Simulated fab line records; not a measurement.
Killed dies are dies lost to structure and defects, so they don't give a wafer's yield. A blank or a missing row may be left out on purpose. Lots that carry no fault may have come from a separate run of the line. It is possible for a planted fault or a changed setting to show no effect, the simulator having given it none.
Which tool was responsible? + flow n5 finfet + 11 lots, 33 wafers sampled, at 5 steps of a route of 1938

== WHAT EACH GAUGE READ, for each wafer ==
The record holds no reading of a measuring or inspecting step that can be judged against a usual standard deviation.

== EACH LOT AND THE TOOL THAT RAN IT (in order: tool; ch and the chambers of the sampled wafers; start) ==
| lot  | N5_BEOL_M7_HM_STRIP_39              | N5_PASSIVATION_AL_DEP_21     | N5_PASSIVATION_AL_ETCH_33         | N5_PASSIVATION_ETCH_54             | N5_PASSIVATION_PROBE_49 |
|------|-------------------------------------|------------------------------|-----------------------------------|------------------------------------|-------------------------|
| L700 | wet bench-02 ch 0,3,4, day 10 05:23 | pvd sputter-02, day 13 05:19 | rie metal-03 ch 0,1, day 13 05:58 | rie diel-03 ch 0,3, day 13 08:15   | -                       |
| L701 | wet bench-02 ch 2,5,7, day 10 13:51 | pvd sputter-03, day 13 14:26 | rie metal-02 ch 1, day 13 15:23   | rie diel-03 ch 0,2,3, day 13 17:40 | -                       |
| L703 | wet bench-02 ch 1,4,7, day 10 20:27 | pvd sputter-02, day 13 19:22 | rie metal-03 ch 0, day 13 20:00   | rie diel-03 ch 1,2,3, day 13 22:02 | -                       |
| L702 | wet bench-02 ch 1,3,4, day 11 10:44 | pvd sputter-02, day 14 17:34 | rie metal-01 ch 0,1, day 14 18:29 | rie diel-03 ch 0,1,3, day 14 20:37 | -                       |
| L705 | wet bench-02 ch 2,3,6, day 11 12:56 | pvd sputter-03, day 14 19:43 | rie metal-03 ch 0,1, day 14 20:26 | rie diel-03 ch 0,1,2, day 14 23:24 | -                       |
| L711 | wet bench-02 ch 2,4,6, day 13 10:02 | pvd sputter-01, day 16 15:34 | rie metal-03 ch 0,1, day 16 16:40 | rie diel-02 ch 2,3, day 16 19:16   | prober-02, day 16 22:02 |
| L716 | wet bench-01 ch 0,3,6, day 14 06:58 | pvd sputter-01, day 17 04:05 | rie metal-03 ch 1, day 17 04:52   | rie diel-03 ch 0,2,3, day 17 07:16 | -                       |
| L718 | wet bench-01 ch 0,6,7, day 14 19:29 | pvd sputter-02, day 18 03:22 | rie metal-02 ch 0,1, day 18 04:01 | rie diel-05 ch 0,1,2, day 18 05:59 | -                       |
| L719 | wet bench-01 ch 1,2,6, day 14 23:25 | pvd sputter-02, day 18 04:07 | rie metal-02 ch 0,1, day 18 05:04 | rie diel-02 ch 1,3, day 18 06:58   | -                       |
| L722 | wet bench-04 ch 2,5,6, day 15 16:53 | pvd sputter-01, day 19 14:48 | rie metal-02 ch 0,1, day 19 15:34 | rie diel-05 ch 1,2,3, day 19 17:37 | -                       |
| L723 | wet bench-01 ch 1,4,5, day 16 11:20 | pvd sputter-02, day 19 07:07 | rie metal-03 ch 0, day 19 07:53   | rie diel-03 ch 0,2, day 19 10:11   | -                       |
- N5_BEOL_M7_HM_STRIP_39: strips TiN in peroxide tin strip, target depth 25 nm, time 158 s.
- N5_PASSIVATION_AL_DEP_21: deposits Al, target thk 2800 nm, time 170 s.
- N5_PASSIVATION_AL_ETCH_33: etches Al in Cl2/BCl3, stops on TaN, target depth 2800 nm, time 466.7 s.
- N5_PASSIVATION_ETCH_54: etches SiO2 in CHF3/O2, target depth 880 nm, time 440 s.
- N5_PASSIVATION_PROBE_49

== WHAT THE TOOLS THEMSELVES READ (means of the sampled wafers that have a number; where no wafer has one, the mark that the record gives instead) ==
N5_BEOL_M7_HM_STRIP_39. Usual: bath heat duty pct 7.1 %, standard deviation 0.99.
| lot  | tool         | bath heat duty pct (%) | flag |
|------|--------------|------------------------|------|
| L700 | wet bench-02 | 7.3                    |      |
| L701 | wet bench-02 | 7.7                    |      |
| L703 | wet bench-02 | 7.6                    |      |
| L702 | wet bench-02 | 7.5                    |      |
| L705 | wet bench-02 | 6.2                    |      |
| L711 | wet bench-02 | 7.8                    |      |
| L716 | wet bench-01 | 6.9                    |      |
| L718 | wet bench-01 | 7.8                    |      |
| L719 | wet bench-01 | 6.5                    |      |
| L722 | wet bench-04 | 7.1                    |      |
| L723 | wet bench-01 | 6.2                    |      |

N5_PASSIVATION_AL_DEP_21. Usual: throttle valve pct 30.2 %, standard deviation 0.81.
| lot  | tool           | throttle valve pct (%) | flag |
|------|----------------|------------------------|------|
| L700 | pvd sputter-02 | 29.7                   |      |
| L701 | pvd sputter-03 | 30.2                   |      |
| L703 | pvd sputter-02 | 30.1                   |      |
| L702 | pvd sputter-02 | 29.7                   |      |
| L705 | pvd sputter-03 | 30.6                   |      |
| L711 | pvd sputter-01 | 30.4                   |      |
| L716 | pvd sputter-01 | 30.5                   |      |
| L718 | pvd sputter-02 | 29.5                   |      |
| L719 | pvd sputter-02 | 29.6                   |      |
| L722 | pvd sputter-01 | 30.6                   |      |
| L723 | pvd sputter-02 | 29.6                   |      |

N5_PASSIVATION_AL_ETCH_33. Usual: drypump motor current A 5.5 A, standard deviation 0.32; oes product au 0.75 a.u., standard deviation 0.084; rf fwd power W 898.7 W, standard deviation 2.9; throttle valve pct 34.26 %, standard deviation 0.24.
| lot  | tool         | drypump motor current A (A) | oes product au (a.u.) | rf fwd power W (W) | throttle valve pct (%) | flag |
|------|--------------|-----------------------------|-----------------------|--------------------|------------------------|------|
| L700 | rie metal-03 | 5.2                         | 0.78                  | 899.3              | 34.19                  |      |
| L701 | rie metal-02 | 5.8                         | 0.83                  | 902.8              | 34.04                  |      |
| L703 | rie metal-03 | 5.3                         | 0.81                  | 892.9              | 34.51                  |      |
| L702 | rie metal-01 | 5.8                         | 0.59                  | 900.2              | 34.51                  |      |
| L705 | rie metal-03 | 5.3                         | 0.76                  | 897.6              | 34.18                  |      |
| L711 | rie metal-03 | 5.3                         | 0.76                  | 898.0              | 34.19                  |      |
| L716 | rie metal-03 | 5.2                         | 0.72                  | 899.6              | 34.06                  |      |
| L718 | rie metal-02 | 5.6                         | 0.79                  | 900.1              | 34.07                  |      |
| L719 | rie metal-02 | 5.6                         | 0.78                  | 899.0              | 34.08                  |      |
| L722 | rie metal-02 | 5.5                         | 0.77                  | 898.3              | 34.08                  |      |
| L723 | rie metal-03 | 5.4                         | 0.76                  | 901.1              | 34.54                  |      |

N5_PASSIVATION_ETCH_54. Usual: drypump motor current A 6.0 A, standard deviation 0.52; oes product au 0.79 a.u., standard deviation 0.074; rf fwd power W 648.9 W, standard deviation 1.9; rf vpp V 526 V, standard deviation 5.7; showerhead plenum p Torr 2.45 Torr, standard deviation 0.068; throttle valve pct 18.79 %, standard deviation 0.24.
| lot  | tool        | drypump motor current A (A) | oes product au (a.u.) | rf fwd power W (W) | rf vpp V (V) | showerhead plenum p Torr (Torr) | throttle valve pct (%) | flag |
|------|-------------|-----------------------------|-----------------------|--------------------|--------------|---------------------------------|------------------------|------|
| L700 | rie diel-03 | 6.2                         | 0.77                  | 648.6              | 521          | 2.41                            | 18.79                  |      |
| L701 | rie diel-03 | 6.1                         | 0.79                  | 650.9              | 525          | 2.45                            | 18.82                  |      |
| L703 | rie diel-03 | 6.2                         | 0.75                  | 649.0              | 523          | 2.46                            | 18.83                  |      |
| L702 | rie diel-03 | 6.4                         | 0.75                  | 650.9              | 526          | 2.43                            | 18.70                  |      |
| L705 | rie diel-03 | 6.3                         | 0.77                  | 650.8              | 528          | 2.48                            | 18.72                  |      |
| L711 | rie diel-02 | 5.9                         | 0.79                  | 648.2              | 532          | 2.52                            | 18.99                  |      |
| L716 | rie diel-03 | 6.1                         | 0.76                  | 648.6              | 524          | 2.44                            | 18.88                  |      |
| L718 | rie diel-05 | 5.5                         | 0.77                  | 649.3              | 524          | 2.42                            | 18.71                  |      |
| L719 | rie diel-02 | 5.3                         | 0.77                  | 650.2              | 524          | 2.38                            | 18.88                  |      |
| L722 | rie diel-05 | 5.7                         | 0.83                  | 647.3              | 524          | 2.41                            | 18.63                  |      |
| L723 | rie diel-03 | 6.0                         | 0.77                  | 646.8              | 527          | 2.48                            | 18.93                  |      |

N5_PASSIVATION_PROBE_49. Usual: defect limited yield 91.5 %, standard deviation 1.3; killed_at_M0_to_M3 33, standard deviation 10; killed_at_M4_up 13, standard deviation 4; killed at contacts 12, standard deviation 6.3; killed at front end 39, standard deviation 11; killed at other 3.4, standard deviation 2.6; killed dies 100, standard deviation 15; killed on rim 13, standard deviation 4; killed open 65, standard deviation 11; killed short 34, standard deviation 7.8; sort_bin_5_function 5.0 %, standard deviation 0.89; sort_bin_6_memory 3.2 %, standard deviation 0.58; sort n pass 1080, standard deviation 15; sort yield pct 91.5 %, standard deviation 1.3.
| lot  | tool      | defect limited yield (%) | killed_at_M0_to_M3 | killed_at_M4_up | killed at contacts | killed at front end | killed at other | killed dies | killed on rim | killed open | killed short | sort_bin_5_function (%) | sort_bin_6_memory (%) | sort n pass | sort yield pct (%) | flag |
|------|-----------|--------------------------|--------------------|-----------------|--------------------|---------------------|-----------------|-------------|---------------|-------------|--------------|-------------------------|-----------------------|-------------|--------------------|------|
| L711 | prober-02 | 89.8                     | 40                 | 28              | 14                 | 34                  | 4.7             | 120         | 16            | 69          | 33           | 6.2                     | 3.1                   | 1060        | 89.8               | OFF  |

== THE ANSWER, worked out from the rows above alone ==
Rule: lot off if the mean of its wafers having a number is beyond 3 standard deviations from the usual mean. A lot without any number at a reading at which 4 lots or more have one is off too. Where the step has rows for the other lots, those lots are counted as sound. Order of review: gauges by route order, followed by the tools' own readings, for which a lot's mean as printed above is used. At the first step where some lot is off, the reading lying furthest off is the one used; lots without a number count as furthest.
Off: L711, at N5_PASSIVATION_PROBE_49 (killed_at_M4_up). Neither off nor sound, because the step has no rows for them: L700, L701, L703, L702, L705, L716, L718, L719, L722, L723.
A tool fits if, at that step or a process step before it, it ran every lot that is off, and no sound lot after the first of them. Can't be told from this: 5 tools fit, wet bench-02 at N5_BEOL_M7_HM_STRIP_39, pvd sputter-01 at N5_PASSIVATION_AL_DEP_21, rie metal-03 at N5_PASSIVATION_AL_ETCH_33, rie diel-02 at N5_PASSIVATION_ETCH_54, prober-02 at N5_PASSIVATION_PROBE_49.

== WHAT THE SIMULATOR HAD INSERTED ==
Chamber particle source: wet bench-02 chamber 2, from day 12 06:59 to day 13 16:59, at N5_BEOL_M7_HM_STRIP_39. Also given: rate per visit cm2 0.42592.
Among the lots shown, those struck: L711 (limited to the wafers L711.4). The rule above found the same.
